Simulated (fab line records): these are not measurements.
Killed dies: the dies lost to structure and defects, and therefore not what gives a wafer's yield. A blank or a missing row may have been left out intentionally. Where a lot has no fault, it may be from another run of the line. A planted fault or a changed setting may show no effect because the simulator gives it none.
Which tool is to blame?    flow nandHarc    39 wafers from 13 lots sampled at 5 of the route's 1159 steps

WHAT THE GAUGES READ, wafer by wafer
NHARC_A_CONTACT_CD_MEAS_80. Usual: 189.7 nm for cdNm, sd 0.71.
lot   measured      on        cdNm (nm)          flag
L465  day 16 23:56  cdSem-03  188.3 188.7 188.9  
L467  day 17 05:11  cdSem-02  189.6 189.1 189.8  
L466  day 17 07:55  cdSem-03  189.8 189.5 189.2  
L470  day 18 02:23  cdSem-02  189.9 189.5 190.3  
L469  day 18 05:52  cdSem-02  190.7 190.4 189.8  
L473  day 18 19:42  cdSem-02  190.5 190.1 190.4  
L472  day 18 21:38  cdSem-01  189.0 189.9 189.3  
L475  day 19 08:31  cdSem-02  191.3 190.4 190.6  
L479  day 19 18:17  cdSem-01  189.7 188.8 189.2  
L476  day 20 03:51  cdSem-01  189.3 190.0 190.0  
L481  day 20 14:30  cdSem-02  190.3 190.3 190.4  
L483  day 20 23:50  cdSem-01  190.8 190.7 190.6  
L487  day 21 17:47  cdSem-03  190.2 189.5 189.8  

NHARC_END_SORT_01. Usual: killedAtArray 25, standard deviation 9.2; killedAtOther 0.8, standard deviation 1.2; killedAtPeriphery 3.9, standard deviation 2.6; killedDies 30, standard deviation 9.7; killedOpen 3.4, standard deviation 1.9; killedShort 2.0, standard deviation 1.4.
lot   measured      on         killedAtArray  killedAtOther  killedAtPeriphery  killedDies  killedOpen  killedShort  flag
L476  day 22 15:07  prober-02  35 33 34       2 2 1          1 2 2              38 37 37    4 4 2       2 5 1        
L481  day 23 09:42  prober-01  27 650 655     0 1 2          7 7 4              34 658 661  2 2 3       2 4 1        OFF
L487  day 24 07:37  prober-01  34 28 664      0 1 1          2 3 6              36 32 671   5 3 0       3 5 3        OFF

EACH LOT AND THE TOOL THAT RAN IT (in order: tool; ch and the chambers of the sampled wafers; start)
lot   NHARC_A_CONTACT_STRIP_82                      NHARC_A_CONTACT_ETCH_89            NHARC_A_CONTACT_ETCH_138
L465  rieDiel-13 ch 0,1,2, day 17 03:33 or earlier  rieDiel-01 ch 0,1,2, day 17 03:33  harCapEtch-01 ch 0,1, day 17 04:56
L467  rieDiel-04 ch 0,2, day 17 08:49 or earlier    rieDiel-13 ch 1,2, day 17 08:49    harCapEtch-01 ch 0,1, day 17 10:12
L466  rieDiel-13 ch 1,2,3, day 17 11:14 or earlier  rieDiel-01 ch 1,3, day 17 11:14    harCapEtch-03 ch 0,1, day 17 12:47
L470  rieDiel-01 ch 0,2,3, day 18 07:04 or earlier  rieDiel-01 ch 1,2,3, day 18 07:04  harCapEtch-01 ch 0,1, day 18 08:25
L469  rieDiel-01 ch 1,2,3, day 18 12:49 or earlier  rieDiel-01 ch 2,3, day 18 12:49    harCapEtch-01 ch 0,1, day 18 14:12
L473  rieDiel-04 ch 2,3, day 19 00:05 or earlier    rieDiel-01 ch 0,2,3, day 19 00:05  harCapEtch-03 ch 0,1, day 19 01:23
L472  rieDiel-01 ch 0,3, day 19 02:49 or earlier    rieDiel-01 ch 0,3, day 19 02:49    harCapEtch-01 ch 0,1, day 19 04:15
L475  rieDiel-01 ch 1,2,3, day 19 11:41 or earlier  rieDiel-04 ch 0,1,2, day 19 11:41  harCapEtch-01 ch 0,1, day 19 13:04
L479  rieDiel-04 ch 1,2,3, day 19 21:30 or earlier  rieDiel-04 ch 0,2, day 19 21:30    harCapEtch-02 ch 0,1, day 19 22:53
L476  rieDiel-01 ch 0,2,3, day 20 09:24 or earlier  rieDiel-01 ch 1,2,3, day 20 09:24  harCapEtch-03 ch 0,1, day 20 10:46
L481  rieDiel-13 ch 0,1,2, day 20 18:53 or earlier  rieDiel-01 ch 0,1,3, day 20 18:53  harCapEtch-03 ch 0,1, day 20 20:16
L483  rieDiel-13 ch 0,3, day 21 03:00 or earlier    rieDiel-13 ch 1,2, day 21 03:00    harCapEtch-02 ch 0,1, day 21 04:25
L487  rieDiel-04 ch 0,1,3, day 21 21:31 or earlier  rieDiel-01 ch 0,1,2, day 21 21:31  harCapEtch-01 ch 0,1, day 21 22:54
- NHARC_A_CONTACT_STRIP_82: strips in O2.
- NHARC_A_CONTACT_ETCH_89: etches the open film in N2/H2, target depth 260 nm, time 475.3 s.
- NHARC_A_CONTACT_ETCH_138: etches the open film in C4F8/O2/Ar, time 132 s, target depth 1289 nm.

WHAT THE TOOLS THEMSELVES READ (means of the sampled wafers that have a number; where no wafer has one, the mark that the record gives instead)
NHARC_A_CONTACT_STRIP_82. Usual: drypumpMotorCurrentA 5.8 A, standard deviation 0.51; oesProductAu 1.002 a.u., standard deviation 0.0098; rfVppV 57.6 V, standard deviation 0.96; showerheadPlenumPTorr 3.48 Torr, standard deviation 0.17; throttleValvePct 17.036 %, standard deviation 0.0097.
lot   tool        drypumpMotorCurrentA (A)  oesProductAu (a.u.)  rfVppV (V)  showerheadPlenumPTorr (Torr)  throttleValvePct (%)  flag
L465  rieDiel-13  5.8                       0.994                57.1        3.41                          17.038                
L467  rieDiel-04  6.0                       0.988                57.5        3.46                          17.024                
L466  rieDiel-13  5.8                       0.998                57.8        3.55                          17.037                
L470  rieDiel-01  5.4                       1.005                57.6        3.44                          17.026                
L469  rieDiel-01  5.4                       0.992                57.2        3.35                          17.035                
L473  rieDiel-04  6.3                       0.999                58.4        3.64                          17.032                
L472  rieDiel-01  5.2                       0.997                57.9        3.55                          17.044                
L475  rieDiel-01  5.4                       1.011                57.9        3.34                          17.047                
L479  rieDiel-04  6.3                       1.005                57.8        3.54                          17.038                
L476  rieDiel-01  5.4                       1.000                57.9        3.43                          17.035                
L481  rieDiel-13  5.8                       0.998                57.6        3.40                          17.042                
L483  rieDiel-13  5.3                       0.996                57.3        3.45                          17.037                
L487  rieDiel-04  6.2                       1.008                58.9        3.54                          17.047                

NHARC_A_CONTACT_ETCH_89. Usual: drypumpMotorCurrentA 5.6 A, standard deviation 0.51; oesProductAu 1.000 a.u., standard deviation 0.0073; rfVppV 429.1 V, standard deviation 2.7; showerheadPlenumPTorr 1.99 Torr, standard deviation 0.1; throttleValvePct 14.173 %, standard deviation 0.0078.
lot   tool        drypumpMotorCurrentA (A)  oesProductAu (a.u.)  rfVppV (V)  showerheadPlenumPTorr (Torr)  throttleValvePct (%)  flag
L465  rieDiel-01  5.1                       0.992                429.1       2.00                          14.178                
L467  rieDiel-13  6.0                       0.992                429.6       1.99                          14.177                
L466  rieDiel-01  5.6                       1.007                427.0       1.93                          14.175                
L470  rieDiel-01  5.4                       0.998                427.2       1.93                          14.177                
L469  rieDiel-01  5.5                       1.000                427.3       1.91                          14.173                
L473  rieDiel-01  5.3                       0.998                428.9       1.98                          14.176                
L472  rieDiel-01  5.2                       1.004                429.6       2.05                          14.171                
L475  rieDiel-04  6.2                       1.003                430.3       2.04                          14.172                
L479  rieDiel-04  6.1                       1.003                431.3       2.10                          14.177                
L476  rieDiel-01  5.4                       1.002                427.1       1.92                          14.175                
L481  rieDiel-01  5.3                       0.880                428.9       1.99                          14.173                OFF
L483  rieDiel-13  6.1                       1.001                428.6       1.98                          14.173                
L487  rieDiel-01  5.1                       0.934                428.6       1.99                          14.172                OFF

THE ANSWER, worked out from the rows above alone
Rule: lot off if the mean of its wafers having a number is beyond 3 standard deviations from the usual mean. Also off: a lot with no number at a reading for which 4 or more lots have one. Any other lot the step has rows for is counted as sound. First the gauges in route order, then the tools' own readings, where a lot's mean is used as printed above. The first step at which some lot is off is used, and at that step the reading that is off furthest; a lot without a number counts as furthest.
Off: L481, L487 (NHARC_END_SORT_01, killedAtArray). Neither off nor sound, because the step has no rows for them: L465, L467, L466, L470, L469, L473, L472, L475, L479, L483.
If a tool, at a process step before that reading, ran all the lots that are off and no sound lot after the first of them, it fits. Not tried: the gauges at NHARC_END_SORT_01; whatever is off there is also off at NHARC_A_CONTACT_ETCH_89, on other tools, and gauge error can't account for it. With no start given for some of its lots, NHARC_A_CONTACT_STRIP_82 uses the hours and lot order of NHARC_A_CONTACT_ETCH_89. One candidate fits, namely rieDiel-01 at NHARC_A_CONTACT_ETCH_89. Its last sound lot is L476 (day 20 09:24), its first lot that is off L481 (day 20 18:53): a fault that began between those two fits.

WHAT THE SIMULATOR PUT IN
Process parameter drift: rieDiel-01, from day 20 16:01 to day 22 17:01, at NHARC_A_CONTACT_ETCH_89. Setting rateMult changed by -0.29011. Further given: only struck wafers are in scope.
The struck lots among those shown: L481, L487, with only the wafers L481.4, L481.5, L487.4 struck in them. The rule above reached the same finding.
